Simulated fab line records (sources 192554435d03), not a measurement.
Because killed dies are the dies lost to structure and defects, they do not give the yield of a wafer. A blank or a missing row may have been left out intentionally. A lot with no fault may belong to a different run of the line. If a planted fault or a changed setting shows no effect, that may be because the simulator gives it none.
fab line records | flow n5Finfet
record: lots: 10 | wafers: 30 | lastDay: 17
route steps=1938 shown BEOL_M1@799 BEOL_M4@1111
lots with no fault: from the same line, run without faults
startH: start of the lot's first displayed wafer, in hours after the record's first day | waitH: time in hours since the lot's previous step | " as in the row above | L1.1+2: a row that stands for several wafers | - either no value or no given start | * or withheld: withheld | < > ~ a bound
route shown NAME@n: NAME is a module with steps in the file, n the number in the route of the first one | usual: average and standard deviation across the fault-free wafers | same: alike in all rows | chamber/n: place in a boat | sites: readings site by site | _std_site: standard deviation of those values | _edge_site: mean of outer sites minus mean of inner sites | radiusMm: how far each site lies from the wafer's centre | mask NAME#n: copy n | behind: the most recent tool/chamber to have shaped the wafer | hold: cause of the lot's hold/its duration in hours/its outcome | device: transistor that didn't switch, given as n, p or np | end of line: tests of these same wafers at the route's end | a step with no rows: only its recipe | killed: dies lost to structure and defects at the first sort, not the wafer's yield | map: the dies of a wafer, with x for killed, . for not killed, _ for no die there
set.NAME: setting as actually run; set.NAME@STEP: the setting as run at that earlier step | model.NAME: the simulator's own value behind a step, which no gauge read
steps of the route over a sample of lots; a table a step, a row a wafer
services: the hour from which a tool's chamber was out of use, counted from the record's first day as startH (under 0 if before that day), plus the number of hours and why
== steps ==
step: N5_BEOL_M1_STRIP_36
recipe: chemistry: N2/H2 | powerW: 450 | tempC: 40 | pressureMtorr: 20 | rfFrequencyHz: 6e+07 | overashFraction: 0.3 | biasPowerW: 7 | h2Frac: 0.5 | n2FlowSccm: 200 | h2FlowSccm: 200
usual: drypumpMotorCurrentA: 5.6/0.51 | oesProductAu: 0.78/0.078 | rfVppV: 59.4/1.5 | showerheadPlenumPTorr: 2.61/0.097 | tempC: 40.02/0.11 | throttleValvePct: 23.80/0.23
lot.wafer | tool       | chamber | startH | waitH | drypumpMotorCurrentA | oesProductAu | rfHoursCounterH | rfVppV | showerheadPlenumPTorr | tempC | throttleValvePct
L925.1    | rieDiel-03 | 2       | 121.25 | 0.0   | 6.4                  | 0.75         | 141             | 57.4   | 2.66                  | 40.03 | 23.51
L925.2    | "          | 3       | "      | "     | 5.8                  | 0.78         | 90              | 59.1   | 2.68                  | 40.20 | 23.71
L925.4    | "          | 1       | "      | "     | 5.2                  | 0.75         | 137             | 60.2   | 2.54                  | 40.15 | 23.98
L928.2    | rieDiel-01 | 1       | 143.15 | 0.0   | 5.8                  | 0.88         | 32              | 57.4   | 2.71                  | 39.98 | 24.06
L928.5    | "          | 1       | "      | "     | 5.8                  | 0.88         | -               | 58.9   | 2.71                  | 39.88 | 24.06
L928.6    | "          | 0       | "      | "     | 6.2                  | 0.71         | -               | 58.0   | 2.64                  | 40.23 | 23.85
L932.1    | rieDiel-02 | 3       | 164.12 | 0.0   | 5.6                  | 0.86         | 49              | 61.7   | 2.67                  | 39.95 | 23.38
L932.5    | "          | 3       | "      | "     | 5.6                  | 0.87         | -               | 61.7   | 2.67                  | 39.92 | 23.41
L932.6    | "          | 0       | "      | "     | 5.3                  | 0.74         | -               | 60.3   | 2.55                  | 40.00 | 24.14
L934.2    | rieDiel-01 | 2       | 183.97 | 0.0   | 4.8                  | 0.94         | 18              | 60.1   | 2.70                  | 40.09 | 23.56
L934.4    | "          | 3       | "      | "     | 5.2                  | 0.78         | -               | 60.0   | 2.53                  | 39.98 | 23.85
L934.5    | "          | 0       | "      | "     | 6.2                  | 0.71         | -               | 59.1   | 2.64                  | 40.02 | 23.87
L935.2    | rieDiel-01 | 3       | 187.71 | 0.0   | 5.2                  | 0.75         | 158             | 61.1   | 2.53                  | 39.93 | 23.84
L935.5    | "          | 2       | "      | "     | 4.8                  | 0.94         | -               | 60.1   | 2.70                  | 40.08 | 23.58
L935.6    | "          | 0       | "      | "     | 6.1                  | 0.71         | -               | 59.7   | 2.64                  | 40.05 | 23.88
L938.4    | rieDiel-01 | 3       | 206.40 | 0.0   | 5.2                  | 0.75         | 164             | 60.5   | 2.53                  | 40.15 | 23.85
L938.5    | "          | 2       | "      | "     | 4.8                  | 0.91         | -               | 61.3   | 2.70                  | 40.08 | 23.61
L938.6    | "          | 3       | "      | "     | 5.2                  | 0.77         | -               | 59.3   | 2.53                  | 40.21 | 23.84
L937.1    | rieDiel-01 | 3       | 218.03 | 0.0   | 5.2                  | 0.76         | 167             | 59.2   | 2.53                  | 40.06 | 23.85
L937.3    | "          | 0       | "      | "     | 6.2                  | 0.70         | 198             | 58.7   | 2.64                  | 39.89 | 23.91
L937.4    | "          | 2       | "      | "     | 4.8                  | 0.92         | 28              | 61.6   | 2.70                  | 40.09 | 23.58
L940.1    | rieDiel-01 | 0       | 218.43 | 0.0   | 6.2                  | 0.69         | 198             | 60.6   | 2.64                  | 40.05 | 23.90
L940.3    | "          | 1       | "      | "     | 5.8                  | 0.86         | 48              | 58.4   | 2.70                  | 39.92 | 24.07
L940.4    | "          | 3       | "      | "     | 5.2                  | 0.75         | 167             | 57.7   | 2.53                  | 39.89 | 23.87
L946.1    | rieDiel-03 | 1       | 261.01 | 0.0   | 5.2                  | 0.71         | 178             | 59.4   | 2.52                  | 39.96 | 24.01
L946.3    | "          | 3       | "      | "     | 5.9                  | 0.75         | 132             | 61.3   | 2.66                  | 39.99 | 23.76
L946.4    | "          | 2       | "      | "     | 6.4                  | 0.72         | 180             | 60.3   | 2.64                  | 39.84 | 23.58
L948.3    | rieDiel-01 | 3       | 276.31 | 0.0   | 5.2                  | 0.74         | 184             | 57.9   | 2.52                  | 40.02 | 23.84
L948.4    | "          | 1       | "      | "     | 5.8                  | 0.83         | 66              | 61.8   | 2.70                  | 39.95 | 24.08
L948.6    | "          | 1       | "      | "     | 5.9                  | 0.83         | -               | 57.2   | 2.70                  | 39.85 | 24.12
step: N5_BEOL_M1_ANNEAL_82
recipe: tempC: 400 | timeS: 240 | ambient: vacuum
usual: heaterPowerW: 862/53
lot.wafer | tool          | chamber | startH | waitH | heaterPowerW
L925.1    | pvdSputter-03 | -       | 123.10 | 0.0   | 817
L925.2    | "             | -       | "      | "     | 822
L925.4    | "             | -       | "      | "     | 983
L928.2    | pvdSputter-02 | -       | 146.33 | 0.0   | 898
L928.5    | "             | -       | "      | "     | 845
L928.6    | "             | -       | "      | "     | 936
L932.1    | pvdSputter-01 | -       | 165.95 | 0.0   | 820
L932.5    | "             | -       | "      | "     | 867
L932.6    | "             | -       | "      | "     | 927
L934.2    | pvdSputter-02 | -       | 186.77 | 0.0   | 916
L934.4    | "             | -       | "      | "     | 842
L934.5    | "             | -       | "      | "     | 942
L935.2    | pvdSputter-02 | -       | 189.43 | 0.0   | 904
L935.5    | "             | -       | "      | "     | 836
L935.6    | "             | -       | "      | "     | 864
L938.4    | pvdSputter-02 | -       | 209.59 | 0.0   | 891
L938.5    | "             | -       | "      | "     | 956
L938.6    | "             | -       | "      | "     | 864
L937.1    | pvdSputter-01 | -       | 220.13 | 0.0   | 809
L937.3    | "             | -       | "      | "     | 867
L937.4    | "             | -       | "      | "     | 918
L940.1    | pvdSputter-03 | -       | 220.33 | 0.0   | 819
L940.3    | "             | -       | "      | "     | 835
L940.4    | "             | -       | "      | "     | 1024
L946.1    | pvdSputter-01 | -       | 262.71 | 0.0   | 799
L946.3    | "             | -       | "      | "     | 862
L946.4    | "             | -       | "      | "     | 791
L948.3    | pvdSputter-03 | -       | 278.25 | 0.0   | 817
L948.4    | "             | -       | "      | "     | 879
L948.6    | "             | -       | "      | "     | 845
step: N5_BEOL_M1_ANNEAL_91
recipe: tempC: 400 | timeS: 240 | ambient: vacuum
usual: heaterPowerW: 862/52
lot.wafer | tool          | chamber | startH | waitH | heaterPowerW
L925.1    | pvdSputter-03 | -       | 123.76 | 0.0   | 801
L925.2    | "             | -       | "      | "     | 824
L925.4    | "             | -       | "      | "     | 980
L928.2    | pvdSputter-02 | -       | 146.99 | 0.0   | 872
L928.5    | "             | -       | "      | "     | 848
L928.6    | "             | -       | "      | "     | 933
L932.1    | pvdSputter-01 | -       | 166.61 | 0.0   | 804
L932.5    | "             | -       | "      | "     | 833
L932.6    | "             | -       | "      | "     | 913
L934.2    | pvdSputter-02 | -       | 187.43 | 0.0   | 951
L934.4    | "             | -       | "      | "     | 832
L934.5    | "             | -       | "      | "     | 929
L935.2    | pvdSputter-02 | -       | 190.09 | 0.0   | 880
L935.5    | "             | -       | "      | "     | 868
L935.6    | "             | -       | "      | "     | 883
L938.4    | pvdSputter-02 | -       | 210.25 | 0.0   | 914
L938.5    | "             | -       | "      | "     | 934
L938.6    | "             | -       | "      | "     | 896
L937.1    | pvdSputter-01 | -       | 220.79 | 0.0   | 800
L937.3    | "             | -       | "      | "     | 869
L937.4    | "             | -       | "      | "     | 897
L940.1    | pvdSputter-03 | -       | 220.99 | 0.0   | 828
L940.3    | "             | -       | "      | "     | 826
L940.4    | "             | -       | "      | "     | 1007
L946.1    | pvdSputter-01 | -       | 263.37 | 0.0   | 799
L946.3    | "             | -       | "      | "     | 855
L946.4    | "             | -       | "      | "     | 802
L948.3    | pvdSputter-03 | -       | 278.91 | 0.0   | 852
L948.4    | "             | -       | "      | "     | 879
L948.6    | "             | -       | "      | "     | 871
step: N5_BEOL_M1_SPUTTER_92
recipe: material: Cu | targetThkA: 45 | tempC: -20 | chamberPressurePa: 0.07 | powerW: withheld | timeS: 8.29
usual: chamberPressurePa: 0.07/0.00015 | throttleValvePct: 30.7/1
lot.wafer | tool          | chamber | startH | waitH | chamberPressurePa | throttleValvePct
L925.1    | pvdSputter-03 | -       | 123.90 | 0.1   | 0.06987           | 31.2
L925.2    | "             | -       | "      | "     | 0.07001           | 28.4
L925.4    | "             | -       | "      | "     | 0.07024           | 28.8
L928.2    | pvdSputter-02 | -       | 147.13 | 0.1   | 0.06985           | 31.0
L928.5    | "             | -       | "      | "     | 0.07005           | 30.6
L928.6    | "             | -       | "      | "     | 0.06985           | 29.9
L932.1    | pvdSputter-01 | -       | 166.75 | 0.1   | 0.07006           | 30.6
L932.5    | "             | -       | "      | "     | 0.06997           | 32.9
L932.6    | "             | -       | "      | "     | 0.07001           | 30.0
L934.2    | pvdSputter-02 | -       | 187.57 | 0.1   | 0.06988           | 29.7
L934.4    | "             | -       | "      | "     | 0.06998           | 30.5
L934.5    | "             | -       | "      | "     | 0.06968           | 29.9
L935.2    | pvdSputter-02 | -       | 190.23 | 0.1   | 0.06977           | 31.0
L935.5    | "             | -       | "      | "     | 0.06997           | 30.5
L935.6    | "             | -       | "      | "     | 0.06996           | 30.9
L938.4    | pvdSputter-02 | -       | 210.39 | 0.1   | 0.07024           | 30.4
L938.5    | "             | -       | "      | "     | 0.08392           | 27.2
L938.6    | "             | -       | "      | "     | 0.06993           | 30.2
L937.1    | pvdSputter-01 | -       | 220.93 | 0.1   | 0.07014           | 31.3
L937.3    | "             | -       | "      | "     | 0.06989           | 32.7
L937.4    | "             | -       | "      | "     | 0.07002           | 30.1
L940.1    | pvdSputter-03 | -       | 221.13 | 0.1   | 0.06985           | 31.1
L940.3    | "             | -       | "      | "     | 0.07              | 28.7
L940.4    | "             | -       | "      | "     | 0.07005           | 28.8
L946.1    | pvdSputter-01 | -       | 263.51 | 0.1   | 0.06983           | 30.5
L946.3    | "             | -       | "      | "     | 0.06994           | 32.9
L946.4    | "             | -       | "      | "     | 0.0699            | 31.2
L948.3    | pvdSputter-03 | -       | 279.05 | 0.1   | 0.06987           | 28.9
L948.4    | "             | -       | "      | "     | 0.06985           | 30.7
L948.6    | "             | -       | "      | "     | 0.07005           | 30.5
step: N5_BEOL_M4_RC_MEAS_101
usual: DIBL_N: 35.9/1.9 | DIBL_P: 35.8/2.4 | IOFF_N: 0.15/0.031 | IOFF_P: 0.21/0.037 | ION_N: 672/13 | ION_P: 462/8.3 | SS_N: 71.5/0.72 | SS_P: 73.2/0.67 | VT_N: 250/3.4 | VT_P: -250/3.4
lot.wafer | tool      | chamber | startH | waitH | DIBL_N[mV/V] | DIBL_P[mV/V] | IOFF_N[nA/um] | IOFF_P[nA/um] | ION_N[uA/um] | ION_P[uA/um] | SS_N[mV/dec] | SS_P[mV/dec] | VT_N[mV] | VT_P[mV]
L925.1    | prober-02 | 0       | 166.95 | 0.0   | 37.0         | 37.6         | 0.15          | 0.22          | 676          | 466          | 71.2         | 73.8         | 250      | -250
L925.2    | "         | 0       | "      | "     | 36.5         | 35.3         | 0.13          | 0.18          | 657          | 450          | 71.2         | 73.2         | 253      | -253
L925.4    | "         | 0       | "      | "     | 36.5         | 36.1         | 0.13          | 0.19          | 660          | 457          | 71.4         | 72.7         | 252      | -251
L928.2    | prober-02 | 0       | 197.24 | 0.2   | 35.8         | 35.0         | 0.13          | 0.18          | 661          | 453          | 71.1         | 72.7         | 251      | -252
L928.5    | "         | 0       | "      | "     | 37.4         | 36.8         | 0.16          | 0.22          | 669          | 462          | 72.1         | 73.6         | 252      | -250
L928.6    | "         | 0       | "      | "     | 35.5         | 34.3         | 0.13          | 0.18          | 669          | 459          | 71.0         | 73.0         | 252      | -251
L932.1    | prober-02 | 0       | 203.01 | 0.0   | 35.9         | 36.7         | 0.16          | 0.22          | 684          | 462          | 70.7         | 73.4         | 248      | -252
L932.5    | "         | 0       | "      | "     | 33.1         | 32.7         | 0.11          | 0.16          | 657          | 456          | 70.2         | 71.7         | 252      | -254
L932.6    | "         | 0       | "      | "     | 36.3         | 36.9         | 0.17          | 0.22          | 678          | 460          | 71.2         | 73.2         | 247      | -248
L934.2    | prober-02 | 0       | 220.61 | 0.2   | 37.3         | 35.6         | 0.15          | 0.20          | 661          | 455          | 72.2         | 73.8         | 252      | -250
L934.4    | "         | 0       | "      | "     | 40.0         | 39.7         | 0.20          | 0.27          | 683          | 464          | 73.4         | 73.9         | 248      | -249
L934.5    | "         | 0       | "      | "     | 34.2         | 33.6         | 0.11          | 0.18          | 652          | 455          | 71.5         | 72.0         | 255      | -252
L935.2    | prober-01 | 0       | 225.77 | 0.2   | 35.1         | 35.3         | 0.13          | 0.17          | 665          | 456          | 70.7         | 72.8         | 253      | -254
L935.5    | "         | 0       | "      | "     | 33.3         | 33.8         | 0.11          | 0.15          | 658          | 457          | 70.6         | 73.1         | 255      | -257
L935.6    | "         | 0       | "      | "     | 36.9         | 37.2         | 0.16          | 0.20          | 675          | 459          | 72.0         | 73.7         | 251      | -251
L938.4    | prober-01 | 0       | 245.17 | 0.5   | 36.8         | 38.0         | 0.17          | 0.24          | 676          | 465          | 71.6         | 73.1         | 249      | -245
L938.5    | "         | 0       | "      | "     | 35.0         | 35.3         | 0.14          | 0.20          | 655          | 459          | 71.8         | 73.2         | 253      | -247
L938.6    | "         | 0       | "      | "     | 34.6         | 36.1         | 0.14          | 0.21          | 679          | 470          | 71.0         | 73.0         | 249      | -246
L937.1    | prober-01 | 0       | 253.06 | 0.0   | 38.2         | 38.1         | 0.20          | 0.28          | 686          | 473          | 71.8         | 74.0         | 245      | -246
L937.3    | "         | 0       | "      | "     | 34.0         | 32.7         | 0.13          | 0.19          | 665          | 461          | 70.9         | 72.1         | 251      | -249
L937.4    | "         | 0       | "      | "     | 36.5         | 35.6         | 0.17          | 0.24          | 675          | 469          | 70.3         | 73.5         | 250      | -246
L940.1    | prober-01 | 0       | 256.16 | 0.0   | 38.7         | 40.9         | 0.24          | 0.30          | 691          | 472          | 72.6         | 73.3         | 244      | -245
L940.3    | "         | 0       | "      | "     | 38.1         | 38.9         | 0.21          | 0.25          | 670          | 463          | 72.7         | 72.8         | 247      | -244
L940.4    | "         | 0       | "      | "     | 36.4         | 37.9         | 0.17          | 0.22          | 684          | 469          | 71.6         | 74.0         | 251      | -247
L946.1    | prober-02 | 0       | 310.27 | 0.0   | 36.2         | 39.0         | 0.16          | 0.23          | 667          | 459          | 71.7         | 73.3         | 252      | -248
L946.3    | "         | 0       | "      | "     | 37.0         | 39.4         | 0.16          | 0.22          | 662          | 451          | 71.6         | 73.5         | 249      | -250
L946.4    | "         | 0       | "      | "     | 35.5         | 37.0         | 0.14          | 0.19          | 672          | 461          | 71.8         | 73.1         | 252      | -250
L948.3    | prober-02 | 0       | 313.89 | 0.3   | 34.6         | 33.6         | 0.13          | 0.20          | 674          | 473          | 70.6         | 72.7         | 250      | -251
L948.4    | "         | 0       | "      | "     | 36.8         | 35.7         | 0.17          | 0.23          | 690          | 475          | 71.4         | 73.0         | 249      | -247
L948.6    | "         | 0       | "      | "     | 36.9         | 35.7         | 0.16          | 0.23          | 682          | 473          | 71.3         | 72.5         | 253      | -247
== services ==
tool          | chamber | startH | hours | kind
pvdSputter-03 | -       | 99.64  | 2.2   | repair
rieDiel-02    | 2       | 100.33 | 12.5  | repair
pvdSputter-03 | -       | 107.67 | 2.0   | repair
pvdSputter-03 | -       | 113.99 | 0.9   | repair
rieDiel-01    | -       | 127.88 | 1.2   | repair
pvdSputter-01 | -       | 129.15 | 1.9   | repair
rieDiel-03    | -       | 138.91 | 0.2   | repair
rieDiel-03    | 2       | 153.41 | 8.3   | repair
rieDiel-03    | 1       | 168.76 | 2.7   | repair
rieDiel-01    | 1       | 178.44 | 15.9  | repair
rieDiel-03    | 0       | 215.28 | 6.4   | repair
pvdSputter-02 | -       | 238.19 | 1.5   | repair
rieDiel-01    | -       | 250.99 | 1.8   | repair
== key ==
firstSign: step: N5_BEOL_M1_SPUTTER_92 | reading: chamberPressurePa | direction: up | sigmas: 96 | usual: 0.07 | struck: 0.08392
effect: step: N5_BEOL_M1_SPUTTER_92 | reading: throttleValvePct | direction: down | sigmas: 3.4 | usual: * | struck: *
metAt N5_BEOL_M1_SPUTTER_92
struckLots L938
struckWafers L938.5
notActingAt N5_BEOL_M1_STRIP_36,N5_BEOL_M1_ANNEAL_82,N5_BEOL_M1_ANNEAL_91
onsetBetween 187.57 210.39
fault: kind: processParameterDrift | tool: pvdSputter-02 | chamber: - | onsetH: 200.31 | steps: N5_BEOL_M1_SPUTTER_92 | channel: chamberPressurePa | offset: 0.013957 | shape: step | endH: 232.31 | actsIn: theseRecipesOnly | stated: 0.07 | scope: struckWafersOnly
